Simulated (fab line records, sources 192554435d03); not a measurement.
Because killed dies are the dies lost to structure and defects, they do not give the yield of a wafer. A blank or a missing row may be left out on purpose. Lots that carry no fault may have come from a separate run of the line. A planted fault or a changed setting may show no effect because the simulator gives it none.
Split-lot study || flow n5_finfet || 7 lots, 21 wafers read, on a route of 1938 steps

== THE SPLIT ITSELF ==
At N5_SD_EPI_P_EPI_21 (deposits SiGe:B, time 355 s), the setting temp_c was moved away from the recipe's 550 C on 10 of the 21 wafers read, by -0.4% to +0.7%. All remaining wafers had this setting at the recipe value.

== FROM THE SPLIT TO THE READING: what the file shows between them, 2 steps ==
- N5_SD_EPI_P_HM_STRIP_48: strips SiNx in H3PO4, material SiNx, target depth 3 nm
- N5_SD_ACTIVATION_LSA_01: time 0.0008 s (also split here: temp_c)

== THE READING ==
RS_SD_P (ohm/sq), read at N5_SD_ACTIVATION_RS_MEAS_03 with a four-point probe. On this fab line, fault-free wafers typically give 55.7 ohm/sq with a standard deviation of 0.96 ohm/sq.

{"wafer": "L080.4", "tool, chamber at the split": "epi_rpcvd-01, 0", "temp_c as run, C": 550, "against the recipe": "recipe", "RS_SD_P, ohm/sq": 54.9, "against lot-mates on the recipe": "-"}
{"wafer": "L080.5", "tool, chamber at the split": "epi_rpcvd-01, 0", "temp_c as run, C": 550, "against the recipe": "recipe", "RS_SD_P, ohm/sq": 55.2, "against lot-mates on the recipe": "-"}
{"wafer": "L080.6", "tool, chamber at the split": "epi_rpcvd-01, 0", "temp_c as run, C": 550, "against the recipe": "recipe", "RS_SD_P, ohm/sq": 54.7, "against lot-mates on the recipe": "-"}
{"wafer": "L082.1", "tool, chamber at the split": "epi_rpcvd-01, 0", "temp_c as run, C": 551.1, "against the recipe": "+0.2%", "RS_SD_P, ohm/sq": 53.7, "against lot-mates on the recipe": -1.5}
{"wafer": "L082.3", "tool, chamber at the split": "epi_rpcvd-01, 0", "temp_c as run, C": 550, "against the recipe": "recipe", "RS_SD_P, ohm/sq": 55.2, "against lot-mates on the recipe": "-"}
{"wafer": "L082.4", "tool, chamber at the split": "epi_rpcvd-01, 0", "temp_c as run, C": 551.1, "against the recipe": "+0.2%", "RS_SD_P, ohm/sq": 54.5, "against lot-mates on the recipe": -0.7}
{"wafer": "L083.1", "tool, chamber at the split": "epi_rpcvd-02, 0", "temp_c as run, C": 548.9, "against the recipe": "-0.2%", "RS_SD_P, ohm/sq": 58.0, "against lot-mates on the recipe": "+1.6"}
{"wafer": "L083.3", "tool, chamber at the split": "epi_rpcvd-02, 0", "temp_c as run, C": 548.9, "against the recipe": "-0.2%", "RS_SD_P, ohm/sq": 59.7, "against lot-mates on the recipe": "+3.3"}
{"wafer": "L083.4", "tool, chamber at the split": "epi_rpcvd-02, 0", "temp_c as run, C": 550, "against the recipe": "recipe", "RS_SD_P, ohm/sq": 56.4, "against lot-mates on the recipe": "-"}
{"wafer": "L085.1", "tool, chamber at the split": "epi_rpcvd-01, 0", "temp_c as run, C": 547.8, "against the recipe": "-0.4%", "RS_SD_P, ohm/sq": 60.4, "against lot-mates on the recipe": "+3.6"}
{"wafer": "L085.2", "tool, chamber at the split": "epi_rpcvd-01, 0", "temp_c as run, C": 550, "against the recipe": "recipe", "RS_SD_P, ohm/sq": 56.8, "against lot-mates on the recipe": "-"}
{"wafer": "L085.3", "tool, chamber at the split": "epi_rpcvd-01, 0", "temp_c as run, C": 547.8, "against the recipe": "-0.4%", "RS_SD_P, ohm/sq": 60.1, "against lot-mates on the recipe": "+3.3"}
{"wafer": "L087.3", "tool, chamber at the split": "epi_rpcvd-03, 0", "temp_c as run, C": 550, "against the recipe": "recipe", "RS_SD_P, ohm/sq": 55.9, "against lot-mates on the recipe": "-"}
{"wafer": "L087.4", "tool, chamber at the split": "epi_rpcvd-03, 0", "temp_c as run, C": 550, "against the recipe": "recipe", "RS_SD_P, ohm/sq": 55.3, "against lot-mates on the recipe": "-"}
{"wafer": "L087.6", "tool, chamber at the split": "epi_rpcvd-03, 0", "temp_c as run, C": 553.8, "against the recipe": "+0.7%", "RS_SD_P, ohm/sq": 50.4, "against lot-mates on the recipe": -5.2}
{"wafer": "L092.1", "tool, chamber at the split": "epi_rpcvd-01, 0", "temp_c as run, C": 552.4, "against the recipe": "+0.4%", "RS_SD_P, ohm/sq": 54.3, "against lot-mates on the recipe": -3.2}
{"wafer": "L092.4", "tool, chamber at the split": "epi_rpcvd-01, 0", "temp_c as run, C": 550, "against the recipe": "recipe", "RS_SD_P, ohm/sq": 57.5, "against lot-mates on the recipe": "-"}
{"wafer": "L092.5", "tool, chamber at the split": "epi_rpcvd-01, 0", "temp_c as run, C": 552.4, "against the recipe": "+0.4%", "RS_SD_P, ohm/sq": 53.6, "against lot-mates on the recipe": -3.9}
{"wafer": "L093.1", "tool, chamber at the split": "epi_rpcvd-02, 0", "temp_c as run, C": 550, "against the recipe": "recipe", "RS_SD_P, ohm/sq": 55.5, "against lot-mates on the recipe": "-"}
{"wafer": "L093.4", "tool, chamber at the split": "epi_rpcvd-02, 0", "temp_c as run, C": 552.4, "against the recipe": "+0.4%", "RS_SD_P, ohm/sq": 51.8, "against lot-mates on the recipe": -3.5}
{"wafer": "L093.6", "tool, chamber at the split": "epi_rpcvd-02, 0", "temp_c as run, C": 550, "against the recipe": "recipe", "RS_SD_P, ohm/sq": 55.1, "against lot-mates on the recipe": "-"}

FIT RESULTS
A straight line over all 21 wafers: RS_SD_P changes by -8.49 ohm/sq for each +1% of temp_c; r = -0.92; the points scatter about the line by 1 ohm/sq.
The same after taking each lot's own level away (the mean of its wafers on the recipe; 21 wafers): -8.25 ohm/sq for each +1%; r = -0.98; scatter 0.46 ohm/sq.
Per that fit: largest temp_c move, reading shift of 5.7 ohm/sq.
Measured against the standard deviation above, the lots' own levels, which go from 54.93 to 57.50 ohm/sq, span 2.7 times it.
The two slopes agree, so the slope changes little with the lot-to-lot level.
Check: with one of the wafers moved furthest among these (+0.7%) left out of the fit, the line predicts -5.68 ohm/sq for it against its lot-mates. It came out at -5.2 ohm/sq against them.

== THE OTHER SPLITS THESE WAFERS WENT THROUGH ==
Other splits were also applied to these wafers ahead of the reading. Each is held against what the fit with the lots' levels taken away leaves over:
{"other split on the same wafers": "N5_DUMMY_GATE_ETCH_37 source_w", "wafers away from the commonest value": 9, "r with RS_SD_P (lot level and that fit taken away)": "+0.09"}
{"other split on the same wafers": "N5_SD_EPI_N_EPI_21 time_s", "wafers away from the commonest value": 6, "r with RS_SD_P (lot level and that fit taken away)": -0.24}
{"other split on the same wafers": "N5_SD_EPI_P_EXPOSE_06 dose_mj", "wafers away from the commonest value": 5, "r with RS_SD_P (lot level and that fit taken away)": -0.06}
{"other split on the same wafers": "N5_SD_ACTIVATION_LSA_01 temp_c", "wafers away from the commonest value": 7, "r with RS_SD_P (lot level and that fit taken away)": -0.09}

== THE WHOLE CHAIN: every reading that the file lists as answering this split, in the file's order ==
{"step": "N5_SD_EPI_P_EPI_21", "what it does": "deposits SiGe:B, time 355 s", "reading": "SiGe-B_of_SD_EPI_P_EPI_21.thk_nm (the simulator's own value, which no gauge read)", "change (the file's fit)": "+8.09 nm for each +1% of the setting", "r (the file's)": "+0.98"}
{"step": "N5_SD_EPI_P_HM_STRIP_48", "what it does": "strips SiNx in H3PO4, material SiNx, target depth 3 nm", "reading": "SiGe-B_of_SD_EPI_P_EPI_21.thk_nm (the simulator's own value, which no gauge read)", "change (the file's fit)": "+7.79 nm for each +1% of the setting", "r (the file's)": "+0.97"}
{"step": "N5_SD_ACTIVATION_RS_MEAS_03", "what it does": "measures by four-point-probe", "reading": "RS_SD_P", "change (the file's fit)": "-7.97 for each +1% of the setting", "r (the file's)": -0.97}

== FILE'S OWN FIT ==
RS_SD_P changes by -7.97 ohm/sq for each +1% of temp_c, r = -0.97.
